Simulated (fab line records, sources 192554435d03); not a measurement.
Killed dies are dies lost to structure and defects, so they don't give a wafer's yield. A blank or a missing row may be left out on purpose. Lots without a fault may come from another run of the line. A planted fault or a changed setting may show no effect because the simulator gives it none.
Which tool did it? | flow n5_finfet | 11 lots, 30 wafers sampled, at 2 steps of a route of 1938

WHAT THE GAUGES READ, wafer by wafer
N5_BEOL_M12_CD_MEAS_28: target cd 160.2 nm.
lot  | measured     | on        | cd_nm (nm)
L935 | day 10 06:05 | cd_sem-01 | 159.3 157.3 156.7
L936 | day 10 16:04 | cd_sem-02 | 158.5 159.2 158.8
L937 | day 11 01:12 | cd_sem-01 | 160.6 159.2 159.0
L938 | day 11 05:54 | cd_sem-02 | 158.6 158.6 160.9
L939 | day 11 20:49 | cd_sem-03 | 157.6 161.3 158.8
L941 | day 12 08:59 | cd_sem-02 | 158.6 158.7 156.7
L942 | day 12 13:44 | cd_sem-02 | 160.7 157.0
L943 | day 13 02:14 | cd_sem-02 | 160.3 161.6
L953 | day 15 14:59 | cd_sem-01 | 158.8 159.0 160.2
L956 | day 15 18:24 | cd_sem-03 | 163.5 164.0
L954 | day 16 01:47 | cd_sem-03 | 165.4 162.3 161.6

WHICH TOOL RAN EACH LOT (tool, then ch and the chambers of the sampled wafers, then the start)
lot  | N5_BEOL_M12_ETCH_59
L935 | rie_diel-02 ch 0,1,3, day 10 05:10
L936 | rie_diel-04 ch 0,3, day 10 15:09
L937 | rie_diel-01 ch 0,1,2, day 11 00:14
L938 | rie_diel-04 ch 1,2, day 11 05:07
L939 | rie_diel-04 ch 0,1,3, day 11 20:02
L941 | rie_diel-02 ch 1,2,3, day 12 08:04
L942 | rie_diel-01 ch 2,3, day 12 12:48
L943 | rie_diel-04 ch 1,2, day 13 01:19
L953 | rie_diel-04 ch 1,3, day 15 12:54
L956 | rie_diel-02 ch 0,2, day 15 17:31
L954 | rie_diel-01 ch 1,2,3, day 16 00:58
- N5_BEOL_M12_ETCH_59: etches BARC in N2/H2, target depth 89 nm, overetch 26.7 nm, time 67.9 s.

THE ANSWER, worked out from the rows above alone
Rule: what is usual is taken from the lots themselves. Put in order of their means at a reading, lots are off if they are a third of the lots or fewer, leave a main group of 4 or more, and stand apart from it by a gap of 3 or more times the standard deviation of the main group's means; of several such gaps the widest counts. A main group whose means are all the same, to the digits that the tables above print for the reading, isn't used. A lot without any number at a reading at which 4 lots or more have one is off too. The other lots that the step has rows for count as sound.
No lot is off at any reading shown: from this, nothing can be told.

WHAT THE SIMULATOR HAD PUT IN
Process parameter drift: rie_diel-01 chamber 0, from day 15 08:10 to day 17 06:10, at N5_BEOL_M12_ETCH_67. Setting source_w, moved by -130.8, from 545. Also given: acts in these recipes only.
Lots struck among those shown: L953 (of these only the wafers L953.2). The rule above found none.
